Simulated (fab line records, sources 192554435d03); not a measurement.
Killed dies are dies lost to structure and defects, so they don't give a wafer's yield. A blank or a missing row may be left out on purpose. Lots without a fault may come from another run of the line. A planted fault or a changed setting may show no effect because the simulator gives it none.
fab line records | flow n5_finfet
record lots=7 wafers=21
route steps=1938 shown BEOL_M15@1801 MIM_BOT_ETCH@1866 PASSIVATION@1923
start_h: hours from the record's first day to the start of the lot's first wafer shown | wait_h: hours since the lot's step before | " the same as in the row above | L1.1+2: a row that stands for several wafers | - no value, or no start given | * or withheld: withheld | < > ~ a bound
route shown NAME@n: a module of which the file shows steps, and the number in the route of the first | usual: mean/standard deviation of fault-free wafers | same: alike in all rows | chamber/n: place in a boat | sites: the reading at each site | _std_site: their standard deviation | _edge_site: outer sites' mean less inner sites' | radius_mm: how far each site lies from the wafer's centre | mask NAME#n: copy n | behind: the tool/chamber that last shaped the wafer | hold: why the lot was held/for how many hours/how that ended | device: the transistor (n, p or np) that didn't switch | end of line: the same wafers' tests at the end of the route | a step without rows: its recipe alone | killed: dies lost to structure and defects at the first sort, not the wafer's yield | map: a wafer's dies, x killed, . not, _ none there
set.NAME: the setting as run; set.NAME@STEP: as run at that earlier step | model.NAME: the simulator's own value behind a step, which no gauge read
lots whose settings were changed on purpose; a table a step, a row a wafer
## steps
# step N5_BEOL_M15_PEB_26
# recipe peb_temp_c=130 peb_time_s=90
# columns lot.wafer tool chamber start_h wait_h set.peb_temp_c
L078.1+3+4 litho_track-01 0 296.17 0.1 130
L079.2 litho_track-03 0 319.62 0.0 132.6
L079.5+6 " 0 " " 130
L081.3+6 litho_track-05 0 321.89 0.0 130
L081.5 " 0 " " 131.2
L083.3+5 litho_track-05 0 357.52 0.0 130
L083.4 " 0 " " 133.2
L085.3+4+5 litho_track-05 0 358.61 0.0 130
L090.1+3+4 litho_track-01 0 394.97 0.1 130
L095.4+5+6 litho_track-05 0 426.04 0.0 130
# step N5_BEOL_M15_DEVELOP_27
# recipe develop_time_s=45 rinse_liquid=diw dry=air_spin dev_temp_c=21
# step N5_BEOL_M15_HARDBAKE_32
# recipe temp_c=130 time_s=120
# step N5_BEOL_M15_CD_MEAS_28
# recipe target_cd_nm=407.6 landing_energy_ev=500 detector=se_inlens
# usual cd_nm=408.1/1.8
# columns lot.wafer tool chamber start_h wait_h set.peb_temp_c@BEOL_M15_PEB_26 cd_nm
L078.1 cd_sem-03 0 296.28 - 130 409.8
L078.3 " 0 " " 130 405.8
L078.4 " 0 " " 130 407.0
L079.2 cd_sem-01 0 319.73 - 132.6 418.8
L079.5 " 0 " " 130 411.0
L079.6 " 0 " " 130 407.2
L081.3 cd_sem-03 0 322.01 - 130 410.7
L081.5 " 0 " " 131.2 415.9
L081.6 " 0 " " 130 407.3
L083.3 cd_sem-01 0 357.63 - 130 407.6
L083.4 " 0 " " 133.2 419.8
L083.5 " 0 " " 130 408.7
L085.3 cd_sem-03 0 358.72 - 130 406.9
L085.4 " 0 " " 130 409.6
L085.5 " 0 " " 130 411.3
L090.1 cd_sem-01 0 395.09 - 130 405.0
L090.3 " 0 " " 130 406.5
L090.4 " 0 " " 130 407.7
L095.4 cd_sem-02 0 426.15 - 130 410.3
L095.5 " 0 " " 130 408.8
L095.6 " 0 " " 130 411.2
# step N5_BEOL_M15_DESCUM_33
# recipe chemistry=O2 time_s=7.9 source_power_w=50 bias_power_w=20 pressure_mtorr=20 rf_frequency_hz=2.712e+07 temp_c=40 o2_flow_sccm=225
# columns lot.wafer tool chamber start_h wait_h set.peb_temp_c@BEOL_M15_PEB_26 model.BEOL_M15.cd_nm
L078.1 rie_diel-03 1 296.76 0.4 130 410
L078.3 " 2 " " 130 406
L078.4 " 3 " " 130 406.8
L079.2 rie_diel-03 3 319.82 0.0 132.6 419.4
L079.5 " 1 " " 130 411
L079.6 " 0 " " 130 407.2
L081.3 rie_diel-06 0 322.10 0.0 130 410.6
L081.5 " 0 " " 131.2 415.6
L081.6 " 1 " " 130 407.6
L083.3 rie_diel-03 1 357.90 0.2 130 408
L083.4 " 3 " " 133.2 420
L083.5 " 1 " " 130 408.8
L085.3 rie_diel-03 0 358.81 0.0 130 407.2
L085.4 " 3 " " 130 409.8
L085.5 " 2 " " 130 411
L090.1 rie_diel-01 3 396.12 1.0 130 405
L090.3 " 2 " " 130 406.6
L090.4 " 3 " " 130 407.8
L095.4 rie_diel-01 2 427.26 1.1 130 410.2
L095.5 " 1 " " 130 408.4
L095.6 " 3 " " 130 411.4
# step N5_BEOL_M15_ETCH_61
# recipe chemistry=N2/H2 target=BARC target_depth_a=890 overetch_a=267 time_s=67.9 ion_energy_ev=200 pressure_mtorr=30 source_w=840 bias_w=150 n2_flow_sccm=200 h2_flow_sccm=200
# usual rf_vpp_V=523.6/2.3
# columns lot.wafer tool chamber start_h wait_h set.bias_w rf_vpp_V
L078.1 rie_diel-03 1 296.79 0.0 135.8 488.8
L078.3 " 2 " " 135.8 491.7
L078.4 " 3 " " 135.8 488.0
L079.2 rie_diel-03 3 319.85 0.0 150 522.0
L079.5 " 1 " " 150 521.6
L079.6 " 0 " " 150 525.4
L081.3 rie_diel-06 0 322.13 0.0 175.3 578.6
L081.5 " 0 " " 175.3 579.4
L081.6 " 1 " " 150 526.4
L083.3 rie_diel-03 1 357.94 0.0 131.4 477.7
L083.4 " 3 " " 150 520.7
L083.5 " 1 " " 131.4 480.3
L085.3 rie_diel-03 0 358.84 0.0 150 525.4
L085.4 " 3 " " 150 522.9
L085.5 " 2 " " 138 497.1
L090.1 rie_diel-01 3 396.16 0.0 150 520.4
L090.3 " 2 " " 150 525.5
L090.4 " 3 " " 150 521.7
L095.4 rie_diel-01 2 427.31 0.0 150 527.9
L095.5 " 1 " " 150 528.0
L095.6 " 3 " " 150 521.0
# step N5_BEOL_M15_TRENCH_ETCH_34
# recipe chemistry=C4F8/O2/Ar target=SiO2 target_depth_a=8729.3 he_inner_torr=15 he_outer_torr=30 time_s=199 ion_energy_ev=800 pressure_mtorr=20 source_w=1905 bias_w=2040 Ar_flow_sccm=400 C4F8_flow_sccm=16 O2_flow_sccm=12
# columns lot.wafer tool chamber start_h wait_h set.peb_temp_c@BEOL_M15_PEB_26 model.BEOL_M15.cd_nm
L078.1 rie_diel-03 1 296.84 0.0 130 402
L078.3 " 2 " " 130 399.4
L078.4 " 3 " " 130 399.2
L079.2 rie_diel-03 3 319.91 0.0 132.6 411.6
L079.5 " 1 " " 130 403.8
L079.6 " 0 " " 130 399.4
L081.3 rie_diel-06 0 322.18 0.0 130 401.8
L081.5 " 0 " " 131.2 407.8
L081.6 " 1 " " 130 400
L083.3 rie_diel-03 1 357.99 0.0 130 400.8
L083.4 " 3 " " 133.2 412.6
L083.5 " 1 " " 130 402.2
L085.3 rie_diel-03 0 358.90 0.0 130 398.6
L085.4 " 3 " " 130 402.6
L085.5 " 2 " " 130 404.6
L090.1 rie_diel-01 3 396.21 0.0 130 398
L090.3 " 2 " " 130 398.6
L090.4 " 3 " " 130 400.8
L095.4 rie_diel-01 2 427.41 0.1 130 402.8
L095.5 " 1 " " 130 400.8
L095.6 " 3 " " 130 403.8
# step N5_MIM_BOT_ETCH_ETCH_04
# recipe chemistry=CF4/O2 target=SiNx target_depth_a=260 time_s=13 ion_energy_ev=100 pressure_mtorr=40 source_w=535 bias_w=49 Ar_flow_sccm=100 cf4_flow_sccm=100 O2_flow_sccm=10
# usual rf_vpp_V=244/4
# columns lot.wafer tool chamber start_h wait_h set.source_w rf_vpp_V model.etch.depth_nm
L078.1 rie_diel-05 2 313.43 0.0 462.1 263 22.72
L078.3 " 1 " " 462.1 265 23.1
L078.4 " 1 " " 535 247 26.58
L079.2 rie_diel-05 3 332.79 0.0 450.9 264 22.04
L079.5 " 1 " " 450.9 267 22.66
L079.6 " 3 " " 535 241 25.73
L081.3 rie_diel-02 0 332.85 0.1 591.7 233 28.3
L081.5 " 3 " " 535 248 27.24
L081.6 " 0 " " 535 245 25.64
L083.3 rie_diel-05 0 366.84 0.0 535 247 25.79
L083.4 " 2 " " 591.5 230 29.08
L083.5 " 3 " " 591.5 230 28.19
L085.3 rie_diel-05 0 367.78 0.0 535 246 25.43
L085.4 " 1 " " 535 246 26.13
L085.5 " 3 " " 447.6 266 21.87
L090.1 rie_diel-02 1 403.42 0.0 535 239 25.61
L090.3 " 0 " " 535 247 25.77
L090.4 " 2 " " 535 248 26.8
L095.4 rie_diel-02 0 433.25 0.0 535 246 25.61
L095.5 " 2 " " 535 247 26.26
L095.6 " 1 " " 535 238 25.38
# step N5_PASSIVATION_DEVELOP_43
# recipe develop_time_s=60 rinse_liquid=diw dry=air_spin dev_temp_c=21
# columns lot.wafer tool chamber start_h wait_h set.develop_time_s
L078.1 litho_track-01 0 - - 60
L078.3+4 " 0 " " 67.14
L079.2 litho_track-01 0 - - 60
L079.5+6 " 0 " " 48.91
L081.3+5 litho_track-04 0 - - 55.98
L081.6 " 0 " " 60
L083.3+4 litho_track-02 0 - - 60
L083.5 " 0 " " 73.43
L085.3 litho_track-02 0 - - 60
L085.4+5 " 0 " " 72.5
L090.1+3+4 litho_track-04 0 - - 60
L095.4+5+6 litho_track-04 0 - - 60
# step N5_PASSIVATION_HARDBAKE_45
# recipe temp_c=130 time_s=120
# step N5_PASSIVATION_CD_MEAS_44
# recipe target_cd_nm=40000 landing_energy_ev=500 detector=se_inlens
# usual cd_nm=40001/3.6
# columns lot.wafer tool chamber start_h wait_h set.develop_time_s@PASSIVATION_DEVELOP_43 cd_nm
L078.1 cd_sem-01 0 319.57 - 60 40003
L078.3 " 0 " " 67.14 40008
L078.4 " 0 " " 67.14 40009
L079.2 cd_sem-02 0 350.26 - 60 40004
L079.5 " 0 " " 48.91 39997
L079.6 " 0 " " 48.91 39995
L081.3 cd_sem-02 0 350.46 - 55.98 39990
L081.5 " 0 " " 55.98 39996
L081.6 " 0 " " 60 40000
L083.3 cd_sem-02 0 372.56 - 60 39998
L083.4 " 0 " " 60 40002
L083.5 " 0 " " 73.43 40011
L085.3 cd_sem-03 0 372.97 - 60 39997
L085.4 " 0 " " 72.5 40009
L085.5 " 0 " " 72.5 40010
L090.1 cd_sem-02 0 408.95 - 60 40002
L090.3 " 0 " " 60 39995
L090.4 " 0 " " 60 39999
L095.4 cd_sem-01 0 440.55 - 60 39997
L095.5 " 0 " " 60 40003
L095.6 " 0 " " 60 40002
## key
split step=N5_BEOL_M15_PEB_26 setting=peb_temp_c stated=130 by=wafer
response step=N5_BEOL_M15_CD_MEAS_28 reading=cd_nm change=+4.99 per=1% r=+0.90
response step=N5_BEOL_M15_DESCUM_33 reading=model.BEOL_M15.cd_nm change=+5.05 per=1% r=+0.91
response step=N5_BEOL_M15_TRENCH_ETCH_34 reading=model.BEOL_M15.cd_nm change=+4.92 per=1% r=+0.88
split step=N5_BEOL_M15_ETCH_61 setting=bias_w stated=150 by=wafer
response step=N5_BEOL_M15_ETCH_61 reading=rf_vpp_V change=+3.23 per=1% r=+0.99
split step=N5_MIM_BOT_ETCH_ETCH_04 setting=source_w stated=535 by=wafer
response step=N5_MIM_BOT_ETCH_ETCH_04 reading=rf_vpp_V change=-1.38 per=1% r=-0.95
response step=N5_MIM_BOT_ETCH_ETCH_04 reading=model.etch.depth_nm change=+0.235 per=1% r=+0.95
split step=N5_PASSIVATION_DEVELOP_43 setting=develop_time_s stated=60 by=wafer
response step=N5_PASSIVATION_CD_MEAS_44 reading=cd_nm change=+0.522 per=1% r=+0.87
